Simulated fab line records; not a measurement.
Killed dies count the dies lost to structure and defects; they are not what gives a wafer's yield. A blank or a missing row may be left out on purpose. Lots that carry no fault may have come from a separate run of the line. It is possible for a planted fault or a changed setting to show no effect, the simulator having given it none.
Problem report, 8D (eight disciplines) form, completed by code | flow n5 finfet | the parts of the form that need people (team, actions taken, sign-off) are left out

## 1. THE ISSUE
Wafers free of any fault read 2 nm (standard deviation 5.5) for V14_OVL at N5_BEOL_M15_OVL_MEAS_11, against a mean of 66 nm on 6 wafers of 2 lots. That puts it +12 standard deviations away from the usual mean.
First observed at day 13 17:04: wafer L380.1, on overlay-02. At this step, 33 wafers from 11 lots have a number in the record. By rule, "out" or "out of limits" means more than 4 standard deviations away from the usual mean. The rest of the wafers with a number are treated as sound.

## 2. WHAT THIS IS AND IS NOT
question                    | is                     | is not
which readings at this step | V14_OVL                | -
which lots                  | L380, L384             | L371, L372, L373, L374, L375, L376, L390, L392, L393
which wafers of those lots  | all that have a number | -
read on which gauges        | overlay-01, overlay-02 | -
when                        | from day 13 17:04      | up to then (18 sound wafers); but 9 sound wafers of L390, L392, L393 came after

## 3. WHAT RULES OUT EACH SUSPECT
Counting: a tool at a process step up to the reading stays a suspect if it ran every lot that is out and no sound lot after the first of them.
- the gauge at N5_BEOL_M15_OVL_MEAS_11 is ruled out. 2 gauges (overlay-01, overlay-02) read the wafers that are out.
- krf scanner-02 at N5_BEOL_M15_EXPOSE_07 (exposes mask V14): kept. All lots that are out passed through it, beginning with L380 at day 13 16:52, and no sound lot followed; its final sound lot before that point was L375 at day 12 13:30.
After counting, what remains is krf scanner-02 at N5_BEOL_M15_EXPOSE_07.

## 4. THE CAUSE (what the simulator had put in)
Scanner matching overlay: krf scanner-02, from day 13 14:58 on, at N5_BEOL_M15_EXPOSE_07. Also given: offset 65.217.
After counting, this tool was the only one left.

## 5. SEQUENCE OF EFFECTS, ordered by route
Each row: a reading whose mean over the struck wafers that have a number lies more than 3 standard deviations from the usual. Only readings for which the record gives a usual standard deviation are gone through. hours: the time from each lot's start at the first step in this table that gives one to its start at this step, as a median over the lots. sigmas: the change in usual standard deviations.
hours | step                    | reading | usual | on struck wafers | change | sigmas
0     | N5_BEOL_M15_OVL_MEAS_11 | V14_OVL | 2 nm  | 66               | +64    | +12

## 6. HOW IT WOULD HAVE BEEN CAUGHT EARLIER
In this record the first reading out of limits at a measuring or inspecting step was taken at day 13 17:04, 2 hours after the fault began at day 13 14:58.
Among the 2 lots that are out, L384 began N5_BEOL_M15_EXPOSE_07 on krf scanner-02 after day 13 17:04. Had the tool been put on hold then, it would have been spared.
